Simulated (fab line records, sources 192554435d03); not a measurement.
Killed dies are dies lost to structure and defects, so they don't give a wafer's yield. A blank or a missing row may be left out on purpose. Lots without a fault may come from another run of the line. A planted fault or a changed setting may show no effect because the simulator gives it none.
Chamber matching | flow n5_finfet | N5_BEOL_M2_STRIP_66 on rie_diel-05: 4 sister chambers
The step strips in CF4. 14 wafers are shown with their chamber, then 7 later ones without.

WAFERS WITH THEIR CHAMBER
wafer  | chamber | showerhead_plenum_p_Torr (Torr) | throttle_valve_pct (%) | oes_product_au (a.u.)
L074.1 | 3       | 1.76                            | 13.4                   | 0.83
L074.4 | 0       | 1.84                            | 13.3                   | 0.88
L074.6 | 3       | 1.76                            | 13.4                   | 0.84
L077.4 | 1       | 1.86                            | 13.9                   | 0.73
L077.5 | 0       | 1.84                            | 13.4                   | 0.86
L077.6 | 1       | 1.86                            | 13.9                   | 0.74
L081.3 | 3       | 1.76                            | 13.4                   | 0.82
L081.5 | 1       | 1.86                            | 13.9                   | 0.72
L081.6 | 2       | 1.82                            | 13.3                   | 0.83
L084.1 | 1       | 1.86                            | 13.9                   | 0.72
L084.3 | 0       | 1.84                            | 13.4                   | 0.85
L084.4 | 2       | 1.82                            | 13.3                   | 0.82
L086.1 | 3       | 1.76                            | 13.4                   | 0.81
L086.2 | 0       | 1.83                            | 13.4                   | 0.84

SIGNATURES (means of the wafers above)
reading                  | chamber 0 | chamber 1 | chamber 2 | chamber 3 | scatter within a chamber
showerhead_plenum_p_Torr | 1.8375    | 1.8600    | 1.8200    | 1.7600    | 0.00274
throttle_valve_pct       | 13.375    | 13.900    | 13.300    | 13.400    | 0.0274
oes_product_au           | 0.8575    | 0.7275    | 0.8250    | 0.8250    | 0.013
Rule: a wafer's distance from a chamber is the root of the sum, over the readings, of the square of ((its reading less the chamber's mean) divided by the reading's scatter). The wafer belongs to the nearest chamber; if the next one is less than 2 further off, it can't be placed. The scatter: the root of (the sum of the squares of (reading less its chamber's mean) over the shown wafers, divided by (wafers less chambers)).

WAFERS WITHOUT THEIR CHAMBER
wafer  | showerhead_plenum_p_Torr (Torr) | throttle_valve_pct (%) | oes_product_au (a.u.)
L086.3 | 1.82                            | 13.3                   | 0.81
L087.2 | 1.83                            | 13.4                   | 0.84
L087.4 | 1.76                            | 13.4                   | 0.81
L087.6 | 1.83                            | 13.4                   | 0.84
L094.2 | 1.81                            | 13.4                   | 0.79
L094.5 | 1.85                            | 14.0                   | 0.71
L094.6 | 1.81                            | 13.4                   | 0.79

WHICH CHAMBER EACH WENT THROUGH
wafer  | from the rows above | in truth
L086.3 | 2                   | 2
L087.2 | 0                   | 0
L087.4 | 3                   | 3
L087.6 | 0                   | 0
L094.2 | 2                   | 2
L094.5 | 1                   | 1
L094.6 | 2                   | 2
Placed correctly: 7 of 7. Can't be placed from these rows: 0. Placed wrongly: 0.
